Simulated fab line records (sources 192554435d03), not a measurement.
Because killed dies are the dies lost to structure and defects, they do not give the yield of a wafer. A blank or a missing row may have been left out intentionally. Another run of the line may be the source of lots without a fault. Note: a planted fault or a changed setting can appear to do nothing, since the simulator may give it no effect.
fab line records	flow n5_finfet
record: lots: 8	wafers: 23	last_day: 18
route steps=1938 shown BEOL_M4@1111 BEOL_M14@1731 PASSIVATION@1936
lots that met no fault: from a run of the same line without faults
start_h: the number of hours between the record's first day and the start of the first shown wafer of the lot	wait_h: hours since the lot's step before	" repeats the value in the row above	L1.1+2: a row that stands for several wafers	- value missing, or start not given	* or withheld: withheld	< > ~ a bound
route shown NAME@n: names a module that has steps shown in the file, with the first one's number in the route	usual: mean and standard deviation over wafers with no fault	same: alike in all rows	chamber/n: place in a boat	sites: each site's reading	_std_site: how widely they spread, as a standard deviation	_edge_site: the outer-site mean with the inner-site mean subtracted	radius_mm: for every site, how far away it sits from the centre of the wafer	mask NAME#n: copy n	behind: the most recent tool/chamber to have shaped the wafer	hold: why the lot was held/for how many hours/how that ended	device: the n, p or np transistor that did not switch	end of line: at the end of the route, the tests of the same wafers	for a step that has no rows: nothing shown but its recipe	killed: at the first sort, the dies lost to defects and structure; wafer yield is something else	map: dies across one wafer; x = killed, . = not, _ = none there
set.NAME: the setting that was run; set.NAME@STEP: the one run at that earlier step	model.NAME: the simulator's own value behind a step, which no gauge read
one table for each step of the route and one row for each wafer, over a sample of lots
services: from which hour (start_h, from the record's first day; less than 0 if before it) a tool's chamber was out of use, for how many hours, and why
== steps ==
step: N5_BEOL_M4_RC_MEAS_101
usual: DIBL_N: 36.5/1.8	DIBL_P: 36.5/2.1	IOFF_N: 0.17/0.031	IOFF_P: 0.22/0.036	ION_N: 677/11	ION_P: 463/8	SS_N: 71.6/0.61	SS_P: 73.3/0.63	VT_N: 249/3.1	VT_P: -250/3.3
lot.wafer	tool	chamber	start_h	wait_h	DIBL_N[mV/V]	DIBL_P[mV/V]	IOFF_N[nA/um]	IOFF_P[nA/um]	ION_N[uA/um]	ION_P[uA/um]	SS_N[mV/dec]	SS_P[mV/dec]	VT_N[mV]	VT_P[mV]
L178.1	prober-01	0	176.20	0.0	37.0	37.2	0.18	0.21	689	466	71.7	73.5	244	-254
L178.2	"	0	"	"	34.9	34.1	0.14	0.16	662	451	70.4	72.6	251	-255
L178.6	"	0	"	"	37.0	35.9	0.17	0.19	683	453	71.9	73.4	248	-254
L181.1	prober-01	0	189.47	0.0	37.0	36.2	0.16	0.20	671	458	71.6	73.5	247	-251
L181.3	"	0	"	"	38.6	39.5	0.19	0.25	691	474	71.3	74.3	247	-247
L181.6	"	0	"	"	36.6	36.2	0.15	0.20	676	469	70.8	73.4	249	-248
L183.1	prober-02	0	212.25	0.0	35.0	35.6	0.13	0.19	667	465	70.8	73.1	249	-251
L183.4	"	0	"	"	35.7	36.2	0.15	0.20	678	467	71.3	73.9	249	-253
L183.5	"	0	"	"	33.9	34.9	0.13	0.18	675	463	70.9	72.5	251	-251
L186.2	prober-01	0	219.91	0.2	35.8	36.4	0.17	0.23	672	466	71.5	73.6	248	-248
L186.3	"	0	"	"	34.3	34.1	0.15	0.21	671	465	70.8	72.8	246	-248
L186.5	"	0	"	"	36.0	36.2	0.17	0.24	672	467	71.8	74.1	248	-245
L189.1	prober-01	0	243.41	0.0	36.8	35.4	0.17	0.22	663	456	71.9	73.8	250	-248
L189.4	"	0	"	"	37.6	35.9	0.19	0.24	664	454	72.6	73.5	248	-249
L189.5	"	0	"	"	34.3	33.2	0.14	0.20	667	457	71.6	72.9	250	-249
L191.3	prober-01	0	252.93	0.3	35.1	35.0	0.14	0.20	675	470	71.0	72.8	250	-250
L191.4	"	0	"	"	37.4	38.1	0.18	0.25	676	462	71.0	73.8	248	-248
L191.6	"	0	"	"	35.0	35.1	0.14	0.21	684	471	71.4	72.9	249	-249
L198.1	prober-02	0	309.07	0.0	33.1	32.2	0.11	0.17	649	458	70.5	72.9	253	-252
L198.3	"	0	"	"	36.2	36.9	0.17	0.22	664	463	72.0	72.4	251	-249
L199.1	prober-02	0	312.77	0.0	36.9	37.0	0.17	0.25	673	465	71.8	73.1	247	-246
L199.2	"	0	"	"	38.9	39.9	0.21	0.29	687	476	72.7	73.8	247	-243
L199.3	"	0	"	"	35.3	35.8	0.16	0.22	683	472	71.2	72.8	250	-248
step: N5_BEOL_M14_VIA_ETCH_16
recipe: chemistry: C4F8/O2/Ar	target: SiO2	he_inner_torr: 15	he_outer_torr: 30	target_depth_a: 12313	time_s: withheld	ion_energy_ev: 800	pressure_mtorr: 20	source_w: 1905	bias_w: 2040	Ar_flow_sccm: 400	C4F8_flow_sccm: 16	O2_flow_sccm: 12	ends: cleared
usual: C4F8_flow_sccm: 16.01/0.052	O2_flow_sccm: 12.00/0.036	chamber_pressure_mTorr: 20.000/0.017	drypump_motor_current_A: 5.8/0.43	he_inner_torr: 15.003/0.027	oes_product_au: 0.74/0.078	rf_vpp_V: 2230/37	showerhead_plenum_p_Torr: 3.47/0.13	throttle_valve_pct: 30.8/0.32
lot.wafer	tool	chamber	start_h	wait_h	C4F8_flow_sccm	O2_flow_sccm	chamber_pressure_mTorr	drypump_motor_current_A	he_inner_torr	oes_product_au	rf_vpp_V	showerhead_plenum_p_Torr	throttle_valve_pct
L178.1	rie_diel-04	2	251.61	0.0	15.90	12.07	20.000	5.5	14.993	0.63	2278	3.27	30.8
L178.2	"	1	"	"	16.04	12.01	20.014	6.1	15.017	0.75	2235	3.47	30.7
L178.6	"	1	"	"	16.08	12.02	19.999	6.1	15.003	0.74	2233	3.47	30.7
L181.1	rie_diel-04	3	272.59	0.0	15.93	11.94	20.008	5.7	14.954	0.81	2249	3.49	30.7
L181.3	"	0	"	"	15.99	11.99	20.015	6.4	14.971	0.83	2173	3.53	31.5
L181.6	"	0	"	"	15.98	12.00	19.980	6.4	15.021	0.83	2174	3.53	31.6
L183.1	rie_diel-05	1	292.63	0.0	15.98	11.97	20.027	5.6	15.033	0.61	2243	3.24	30.7
L183.4	"	1	"	"	16.01	12.01	19.987	5.6	15.030	0.61	2242	3.24	30.7
L183.5	"	2	"	"	15.97	12.05	19.993	5.1	15.033	0.75	2201	3.65	30.7
L186.2	rie_diel-04	2	293.99	0.0	15.89	11.97	20.002	5.5	14.964	0.62	2277	3.26	30.8
L186.3	"	0	"	"	16.04	11.95	20.011	6.4	15.017	0.83	2172	3.52	31.6
L186.5	"	3	"	"	16.01	12.07	20.005	5.7	15.012	0.80	2248	3.49	30.8
L189.1	rie_diel-04	3	326.38	0.0	16.02	11.95	20.003	5.7	15.055	0.80	2248	3.48	30.8
L189.4	"	0	"	"	16.00	12.00	19.999	6.4	15.018	0.80	2173	3.52	31.6
L189.5	"	0	"	"	15.96	12.02	19.980	6.4	14.999	0.80	2173	3.51	31.6
L191.3	rie_diel-05	3	331.35	0.0	16.00	11.96	20.017	5.7	15.036	0.87	2247	3.37	30.5
L191.4	"	2	"	"	16.01	11.96	20.026	5.1	15.004	0.73	2200	3.64	30.7
L191.6	"	3	"	"	16.01	12.00	20.008	5.7	15.024	0.87	2246	3.37	30.5
L199.1	rie_diel-04	0	383.68	0.0	16.19	12.00	20.003	6.4	15.042	0.78	2170	3.50	31.6
L199.2	"	3	"	"	15.99	11.97	20.002	5.7	15.029	0.76	2245	3.47	30.8
L199.3	"	1	"	"	16.01	12.06	20.011	6.1	14.946	0.70	2232	3.45	30.8
L198.1	rie_diel-05	3	397.56	0.0	15.99	11.96	20.026	5.7	15.008	0.82	2245	3.36	30.6
L198.3	"	1	"	"	16.02	11.98	20.033	5.6	15.048	0.80	2278	3.63	30.7
step: N5_BEOL_M14_OVL_MEAS_29
recipe: points_per_wafer: 44
usual: M14_OVL: 6/5.3
same: points_per_wafer: 44
lot.wafer	tool	chamber	start_h	wait_h	M14_OVL[nm]
L178.1	overlay-01	0	252.32	0.0	10
L178.2	"	0	"	"	9
L178.6	"	0	"	"	4
L181.1	overlay-02	0	273.29	0.0	8
L181.3	"	0	"	"	8
L181.6	"	0	"	"	7
L183.1	overlay-02	0	293.34	0.0	6
L183.4	"	0	"	"	7
L183.5	"	0	"	"	14
L186.2	overlay-02	0	294.69	0.0	-5
L186.3	"	0	"	"	-4
L186.5	"	0	"	"	4
L189.1	overlay-02	0	327.09	0.0	3
L189.4	"	0	"	"	2
L189.5	"	0	"	"	10
L191.3	overlay-02	0	332.18	0.0	1
L191.4	"	0	"	"	1
L191.6	"	0	"	"	-1
L199.1	overlay-02	0	384.51	0.0	2
L199.2	"	0	"	"	-3
L199.3	"	0	"	"	-1
L198.1	overlay-01	0	398.39	0.0	2
L198.3	"	0	"	"	9
step: N5_BEOL_M14_ETCH_68
recipe: chemistry: N2/H2	target: SOC	mask_material: SiARC	source_w: 3000	bias_w: 350	temp_c: 40	time_s: 450	ion_energy_ev: 200	pressure_mtorr: 30	n2_flow_sccm: 200	h2_flow_sccm: 200
usual: bias_w: 350.0/0.98	chamber_pressure_mTorr: 30.000/0.027	drypump_motor_current_A: 5.8/0.36	oes_product_au: 0.82/0.086	rf_vpp_V: 524.6/2.7	showerhead_plenum_p_Torr: 2.57/0.096	throttle_valve_pct: 17.64/0.3
lot.wafer	tool	chamber	start_h	wait_h	bias_w	chamber_pressure_mTorr	drypump_motor_current_A	oes_product_au	rf_hours_counter_h	rf_vpp_V	showerhead_plenum_p_Torr	throttle_valve_pct
L178.1	rie_diel-03	0	252.56	0.1	350.3	29.976	5.8	0.67	244	525.2	2.60	17.42
L178.2	"	1	"	"	347.8	29.983	5.8	0.81	61	524.5	2.59	18.00
L178.6	"	0	"	"	349.9	29.958	5.8	0.68	-	524.6	2.60	17.43
L181.1	rie_diel-04	0	273.55	0.1	351.8	29.992	6.4	0.92	18	526.6	2.58	17.96
L181.3	"	3	"	"	350.8	30.039	5.7	0.90	25	525.4	2.59	17.56
L181.6	"	2	"	"	350.4	29.988	5.5	0.70	-	520.2	2.42	17.88
L183.1	rie_diel-05	2	293.58	0.1	349.7	29.985	5.1	0.84	59	528.3	2.71	17.56
L183.4	"	1	"	"	347.2	30.010	5.6	0.68	-	520.2	2.39	17.81
L183.5	"	2	"	"	351.2	29.962	5.1	0.85	-	527.4	2.71	17.54
L186.2	rie_diel-03	0	294.93	0.1	349.1	29.982	5.8	0.96	7	526.2	2.59	17.04
L186.3	"	1	"	"	350.9	30.032	5.8	0.79	81	522.9	2.59	18.04
L186.5	"	1	"	"	349.4	30.002	5.8	0.80	-	525.6	2.59	18.05
L189.1	rie_diel-04	1	327.33	0.1	347.3	30.012	6.1	0.80	115	525.4	2.56	17.67
L189.4	"	0	"	"	351.5	29.978	6.4	0.88	37	525.4	2.57	18.00
L189.5	"	3	"	"	351.1	30.051	5.7	0.87	-	524.5	2.59	17.60
L191.3	rie_diel-03	0	332.42	0.1	349.7	30.020	5.8	0.92	21	526.1	2.59	17.07
L191.4	"	3	"	"	349.8	29.992	5.5	0.84	73	521.9	2.45	17.65
L191.6	"	0	"	"	351.2	29.982	5.8	0.93	-	526.4	2.59	17.06
L199.1	rie_diel-03	3	384.75	0.1	349.6	29.967	5.5	0.81	90	521.7	2.44	17.68
L199.2	"	2	"	"	349.8	30.029	5.9	0.86	49	528.6	2.68	17.27
L199.3	"	1	"	"	350.1	30.014	5.8	0.77	108	524.7	2.57	18.08
L198.1	rie_diel-03	3	398.63	0.1	350.8	29.981	5.5	0.80	95	521.1	2.44	17.69
L198.3	"	1	"	"	349.4	30.014	5.7	0.77	113	523.1	2.57	18.10
step: N5_BEOL_M14_ETCH_38
recipe: chemistry: CF4/N2	target: SiCN	target_depth_a: 1065	taper_deg: 2	time_s: 120.6	ion_energy_ev: 150	mask_material: SiO2	pressure_mtorr: 40	source_w: 430	bias_w: 70	Ar_flow_sccm: 100	cf4_flow_sccm: 60	n2_flow_sccm: 60
usual: bias_w: 70.03/0.22	cf4_flow_sccm: 60.04/0.19	chamber_pressure_mTorr: 40.00/0.037	drypump_motor_current_A: 5.8/0.42	oes_product_au: 0.82/0.087	rf_vpp_V: 382.8/2	showerhead_plenum_p_Torr: 2.23/0.081	throttle_valve_pct: 15.35/0.24
lot.wafer	tool	chamber	start_h	wait_h	bias_w	cf4_flow_sccm	chamber_pressure_mTorr	drypump_motor_current_A	oes_product_au	rf_hours_counter_h	rf_vpp_V	showerhead_plenum_p_Torr	throttle_valve_pct
L178.1	rie_diel-05	3	253.76	-	70.30	60.14	39.99	5.7	0.69	242	381.8	2.17	15.51
L178.2	"	2	"	"	70.05	60.02	39.92	5.1	0.87	45	384.8	2.35	15.13
L178.6	"	3	"	"	69.90	60.01	39.98	5.7	0.69	-	381.4	2.17	15.51
L181.1	rie_diel-05	3	277.42	-	69.97	60.04	40.04	5.7	0.68	249	382.1	2.17	15.53
L181.3	"	0	"	"	69.98	59.97	40.02	6.6	0.77	141	384.5	2.31	15.59
L181.6	"	0	"	"	70.30	60.13	40.02	6.6	0.77	-	384.1	2.31	15.57
L186.2	rie_diel-04	2	295.66	-	-	-	-	-	-	-	-	-	-
L186.3	"	0	"	"	-	-	-	-	-	-	-	-	-
L186.5	"	3	"	"	-	-	-	-	-	-	-	-	-
L183.1	rie_diel-05	0	295.70	-	-	-	-	-	-	-	-	-	-
L183.4	"	1	"	"	-	-	-	-	-	-	-	-	-
L183.5	"	2	"	"	-	-	-	-	-	-	-	-	-
L189.1	rie_diel-04	1	328.38	-	70.09	59.68	40.00	6.1	0.79	115	381.9	2.22	15.31
L189.4	"	2	"	"	69.90	60.08	40.04	5.5	0.68	236	378.8	2.10	15.60
L189.5	"	0	"	"	69.96	60.05	40.03	6.4	0.89	-	383.4	2.25	15.65
L191.3	rie_diel-04	1	335.81	-	69.97	59.91	40.05	6.1	0.80	118	383.0	2.22	15.33
L191.4	"	2	"	"	69.83	59.92	40.00	5.4	0.69	239	379.2	2.10	15.60
L191.6	"	3	"	"	70.14	60.17	40.03	5.7	0.87	-	384.8	2.23	15.27
L199.1	rie_diel-04	2	385.34	-	70.11	59.90	40.01	5.5	1.01	0	386.3	2.36	15.10
L199.2	"	1	"	"	69.62	60.19	39.92	6.1	0.77	135	381.4	2.21	15.37
L199.3	"	0	"	"	70.13	59.85	39.97	6.4	0.86	56	383.7	2.24	15.68
L198.1	rie_diel-05	0	400.78	-	69.71	59.87	40.05	6.6	0.73	185	383.4	2.29	15.67
L198.3	"	2	"	"	70.12	60.23	39.96	5.1	0.80	95	383.7	2.33	15.21
step: N5_PASSIVATION_PROBE_49
usual: defect_limited_yield: 91.4/1.5	killed_at_M0_to_M3: 35/11	killed_at_M4_up: 16/7	killed_at_contacts: 11/5.3	killed_at_front_end: 37/11	killed_at_other: 3.1/2.8	killed_dies: 102/18	killed_on_rim: 13/3.7	killed_open: 69/15	killed_short: 31/7.8	sort_bin_5_function: 5.1/1.1	sort_bin_6_memory: 3.2/0.69	sort_n_pass: 1078/18	sort_yield_pct: 91.4/1.5
same: gross_dies: 1180	killed_at_back_side: 0	sort_bin_4_leakage[%]: 0	sort_bin_8_speed[%]: 0
lot.wafer	tool	chamber	start_h	wait_h	defect_limited_yield[%]	killed_at_M0_to_M3	killed_at_M4_up	killed_at_contacts	killed_at_front_end	killed_at_other	killed_dies	killed_on_rim	killed_open	killed_short	sort_bin_5_function[%]	sort_bin_6_memory[%]	sort_n_pass	sort_yield_pct[%]
L183.1	prober-02	-	318.08	0.0	0	33	1109	7	31	0	1180	152	55	22	97.5	2.4	0	0
L183.4	prober-02	-	318.23	0.2	0	34	1115	8	23	0	1180	152	39	32	97.7	2.0	0	0
L183.5	prober-02	-	318.28	0.2	0	27	1099	17	35	2	1180	152	58	27	97.1	2.5	0	0
L186.2	prober-01	-	318.90	0.1	0	14	1123	13	30	0	1180	152	55	20	97.0	2.9	0	0
L186.3	prober-01	-	318.95	0.1	0	25	1103	17	31	4	1180	152	60	32	96.1	3.7	0	0
L186.5	prober-01	-	319.05	0.2	0	33	1096	15	34	2	1180	152	65	25	96.8	3.1	0	0
killed by level:class
L183.1 BEOL_M14:area_etch=1102 STI_FIN_REVEAL:geometric_particle:open=9 MOL_CONTACT_COAG:geometric_particle:open=7 BEOL_M0_SAQP:geometric_particle:short=7 BEOL_M0_SAQP:geometric_particle:open=7 BEOL_M2:geometric_particle:open=6 FIN_SAQP:geometric_particle:short=5 BEOL_M3:geometric_particle:open=5
L183.4 BEOL_M14:area_etch=1109 BEOL_M0_SAQP:geometric_particle:short=8 BEOL_M2:geometric_particle:open=7 FIN_SAQP:geometric_particle:short=6 MOL_CONTACT_COAG:geometric_particle:open=6 DUMMY_GATE:geometric_particle:open=4 BEOL_M1:geometric_particle:open=4 BEOL_M0_SAQP:geometric_particle:open=3
L183.5 BEOL_M14:area_etch=1095 MOL_CONTACT_COAG:geometric_particle:open=13 STI_FIN_REVEAL:geometric_particle:open=12 DUMMY_GATE:geometric_particle:open=8 BEOL_M0_SAQP:geometric_particle:short=8 FIN_SAQP:geometric_particle:open=5 BEOL_M1:geometric_particle:open=5 BEOL_M2:geometric_particle:open=4
L186.2 BEOL_M14:area_etch=1101 STI_FIN_REVEAL:geometric_particle:open=10 MOL_CONTACT_COAG:geometric_particle:open=10 BEOL_M4:geometric_particle:short=8 BEOL_M4:geometric_particle:open=6 DUMMY_GATE:geometric_particle:open=5 BEOL_M0_SAQP:geometric_particle:open=5 BEOL_M5:geometric_particle:open=5
L186.3 BEOL_M14:area_etch=1085 MOL_CONTACT_COAG:geometric_particle:open=14 BEOL_M4:geometric_particle:open=8 BEOL_M0_SAQP:geometric_particle:short=7 FIN_SAQP:geometric_particle:open=6 BEOL_M1:geometric_particle:open=5 STI_FIN_REVEAL:geometric_particle:open=4 ILD0:geometric_particle:open=4
L186.5 BEOL_M14:area_etch=1086 MOL_CONTACT_COAG:geometric_particle:open=11 STI_FIN_REVEAL:geometric_particle:open=9 BEOL_M1:geometric_particle:open=8 BEOL_M2:geometric_particle:open=8 GATE_CUT:geometric_particle:open=7 GATE_CUT:geometric_particle:short=5 FIN_SAQP:geometric_particle:open=4
== services ==
tool	chamber	start_h	hours	kind
rie_diel-03	3	248.74	6.3	repair
rie_diel-04	3	251.44	4.5	repair
rie_diel-05	3	256.33	3.1	repair
rie_diel-03	2	262.22	1.6	repair
rie_diel-04	1	270.31	3.5	repair
rie_diel-05	3	283.27	-	clean
rie_diel-05	3	283.27	-	consumable_replace:focus_ring
rie_diel-05	3	283.27	22.0	scheduled_down
rie_diel-05	3	283.27	22.0	vent_cycle
rie_diel-03	2	283.29	16.3	repair
rie_diel-05	1	305.30	-	clean
rie_diel-05	1	305.30	-	consumable_replace:focus_ring
rie_diel-05	1	305.30	-	consumable_replace:showerhead
rie_diel-05	2	309.40	3.4	repair
rie_diel-05	3	320.86	5.4	repair
rie_diel-03	1	344.53	6.7	repair
rie_diel-04	0	355.13	2.6	repair
rie_diel-04	2	368.35	-	clean
rie_diel-04	2	368.35	-	consumable_replace:focus_ring
rie_diel-04	2	368.35	-	consumable_replace:showerhead
rie_diel-04	2	368.35	16.0	scheduled_down
rie_diel-04	2	368.35	16.0	vent_cycle
rie_diel-05	2	371.44	6.7	repair
rie_diel-05	1	376.36	4.9	repair
== key ==
first_sign: step: N5_BEOL_M14_ETCH_38	reading: tool_record	direction: missing
effect: step: N5_PASSIVATION_PROBE_49	reading: killed_at_M4_up	direction: up	sigmas: 99+	usual: 16	struck: 1108
more_kills_born_at: N5_BEOL_M14_ETCH_38@rie_diel-05: 3306	N5_BEOL_M14_ETCH_38@rie_diel-04: 3272
met_at N5_BEOL_M14_ETCH_38
struck_lots L183,L186
later_rows_left_out L183.1,L183.4,L183.5,L186.2,L186.3,L186.5
not_acting_at N5_BEOL_M14_VIA_ETCH_16,N5_BEOL_M14_OVL_MEAS_29,N5_BEOL_M14_ETCH_68
onset_between 277.42 295.66
fault: kind: skipped_step_whole	tool: rie_diel-04,rie_diel-05	chamber: -	onset_h: 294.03	steps: N5_BEOL_M14_ETCH_38	scope: struck_lots_only
later_rows_left_out: the simulator's readings of these wafers behind a module that went badly wrong aren't trusted and aren't shown, but for the sort
